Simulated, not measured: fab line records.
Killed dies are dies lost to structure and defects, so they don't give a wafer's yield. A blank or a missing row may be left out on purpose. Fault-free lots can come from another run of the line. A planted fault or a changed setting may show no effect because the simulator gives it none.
A lot that was struck, set against a sound lot -- flow nand_harc -- 14 steps out of a route of 1159
Sound: these wafers, L410.2, L410.3, L410.4. Wafers L426.3, L426.5, L426.6 were the ones struck. At the end, the cause is stated.
Order at every step that has rows: each side's tool, ch and its chambers, its first start. Under that, the readings that differ: sound wafers -- struck wafers -- difference of the means -- sigmas: that difference in standard deviations of wafers without a fault.
alike: readings whose means differ by less than 2 such deviations, and words and numbers that are the same on both sides. not compared: withheld readings, readings that some wafer has no value for, bounds like >300 that may hide the same value, and numbers for which the record gives no deviation and whose values overlap.
Wherever a step has rows on one side only, a row that says differs or no value, or a row with sigmas, the two part there. When numbers do not overlap yet have no deviation, they are printed without sigmas and do not part them. A reading missing from all wafers of one side parts the sides only when that side holds two or more wafers.

first, 4 steps without rows for these wafers: NHARC_P_ZERO_WELL_EBR_48; NHARC_P_ZERO_WELL_EXPOSE_49 (exposes mask P HVPW, target cd 2000 nm); NHARC_P_ZERO_WELL_PEB_50 (peb time 85 s); NHARC_P_ZERO_WELL_DEVELOP_51 (time 70 s).
NHARC_P_ZERO_WELL_CD_MEAS_52 targets a cd of 2000 nm.
  sound on cd_sem-01 ch 0, day 3 05:41; struck on cd_sem-01 ch 0, day 7 05:48
reading,sound,struck,difference,sigmas
cd_nm (nm),2000.3 2000.4 2002.9,1998.2 1998.4 1999.0,-2.7,-2
then, 1 step without rows for these wafers: NHARC_P_ZERO_WELL_HARDBAKE_53 (time 80 s).
NHARC_P_ZERO_WELL_DESCUM_54: chemistry O2, time 3 s.
  sound on rie_diel-05 ch 1,3, day 3 05:52; struck on rie_diel-05 ch 2,3, day 7 05:58
  alike: drypump_motor_current_A, o2_flow_sccm, oes_product_au, rf_vpp_V, showerhead_plenum_p_Torr, throttle_valve_pct
  not compared: rf_hours_counter_h
then, 5 steps without rows for these wafers: NHARC_P_ZERO_WELL_IMPLANT_55; NHARC_P_ZERO_WELL_IMPLANT_61; NHARC_P_ZERO_WELL_STRIP_56 (strips in SPM, time 840 s); NHARC_P_ZERO_WELL_PRECLEAN_68 (cleans in SC1, time 60 s); NHARC_P_ZERO_WELL_SRD_69.
NHARC_P_ZERO_WELL_RTA_42: time 300 s.
  sound on rtp_anneal-01 ch 0, day 3 07:01; struck on rtp_anneal-01, day 7 07:16
  no value came back on the struck wafers for anneal_temp_c_max, lamp_power_pct (%), lamp_zone_6_pct (%), wafer_temp_C_max; on the sound wafers anneal_temp_c_max reads 1104.7 1104.2 1103.4
NHARC_P_ZERO_WELL_INSPECT_43:
  sound on defect_inspect-02, day 3 07:35; struck on defect_inspect-02, day 7 07:43
  alike: raw_defect_count

== WHERE THEY PART ==
First at NHARC_P_ZERO_WELL_CD_MEAS_52; last, within this record, at NHARC_P_ZERO_WELL_RTA_42. Later steps at which nothing parts them and some readings are alike: NHARC_P_ZERO_WELL_INSPECT_43.

WHY: whatever the simulator had introduced
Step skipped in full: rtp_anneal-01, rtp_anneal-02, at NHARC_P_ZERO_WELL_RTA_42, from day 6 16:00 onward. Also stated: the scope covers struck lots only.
